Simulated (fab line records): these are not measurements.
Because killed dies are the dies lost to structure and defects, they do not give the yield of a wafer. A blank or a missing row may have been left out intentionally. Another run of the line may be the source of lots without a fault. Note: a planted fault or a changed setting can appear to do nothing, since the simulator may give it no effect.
Chamber matching ; flow n5_finfet ; rie_diel-01 running N5_BEOL_M0_CUTY_ETCH_62: 4 sister chambers
The step etches SiARC in CF4, time 58.5 s. 4 wafers are shown with their chamber, then 12 later ones without.

## EACH WAFER AND ITS CHAMBER
wafer;chamber;drypump_motor_current_A (A)
L083.3;0;5.9
L085.1;1;5.8
L085.4;3;5.6
L085.5;2;6.4

## WAFERS MISSING THEIR CHAMBER
wafer;drypump_motor_current_A (A)
L089.2;5.6
L089.3;5.9
L089.6;5.9
L092.1;5.8
L092.2;6.5
L092.4;5.6
L094.4;6.4
L094.5;5.8
L094.6;6.5
L097.3;5.8
L097.4;6.5
L097.6;5.6

## WHICH CHAMBER EACH WENT THROUGH
wafer;from the rows above;in truth
L089.2;3;3
L089.3;0;0
L089.6;0;0
L092.1;1;1
L092.2;2;2
L092.4;3;3
L094.4;2;2
L094.5;1;1
L094.6;2;2
L097.3;1;1
L097.4;2;2
L097.6;3;3
12 of 12 placed correctly. Not placeable from these rows: 0. Placed wrongly: 0.
How it was worked out, from the rows above alone: a wafer's distance from a chamber is the root of the sum, over the readings, of the square of ((its reading less the chamber's mean) divided by the reading's scatter). If the next closest chamber is less than 2 further off than the closest, the wafer can't be placed; otherwise it belongs to the closest. Each chamber's mean is taken over the wafers shown for it. The scatter: with one shown wafer a chamber, the root of the mean of the squares of how far each hidden wafer lies from its nearest shown one.
